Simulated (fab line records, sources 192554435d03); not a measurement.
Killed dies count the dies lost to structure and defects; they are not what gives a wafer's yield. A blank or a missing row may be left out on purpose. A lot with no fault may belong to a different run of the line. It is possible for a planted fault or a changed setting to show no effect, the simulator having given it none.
Chamber matching ; flow n5-finfet ; 4 sister chambers for N5_DUMMY_REMOVAL_HM_STRIP_01 on rie-diel-04
The step strips SiNx in CH3F/O2, stops on poly-Si, target depth 4 nm, time 6.8 s. 4 wafers are shown with their chamber, then 8 later ones without.

EACH WAFER AND ITS CHAMBER
wafer;chamber;drypump-motor-current-A (A)
L081.6;2;6.6
L084.5;1;5.5
L084.6;0;6.1
L088.1;3;5.0

WAFERS WITH NO CHAMBER GIVEN
wafer;drypump-motor-current-A (A)
L088.3;5.5
L088.5;6.5
L093.1;6.5
L093.4;6.2
L093.5;5.5
L096.2;6.5
L096.3;5.5
L096.6;6.1

WHICH CHAMBER EACH WENT THROUGH
wafer;from the rows above;in truth
L088.3;1;1
L088.5;2;2
L093.1;2;2
L093.4;0;0
L093.5;1;1
L096.2;2;2
L096.3;1;1
L096.6;0;0
8 of 8 placed correctly. Left unplaced by these rows: 0. Placed wrongly: 0.
How it was worked out, from the rows above alone: a wafer's distance from a chamber is the root of the sum, over the readings, of the square of ((its reading less the chamber's mean) divided by the reading's scatter). If the next closest chamber is less than 2 further off than the closest, the wafer can't be placed; otherwise it belongs to the closest. Each chamber's mean is taken over the wafers shown for it. The scatter (one wafer shown for each chamber): square how far every hidden wafer sits from the nearest shown wafer, average those squares and take the square root.
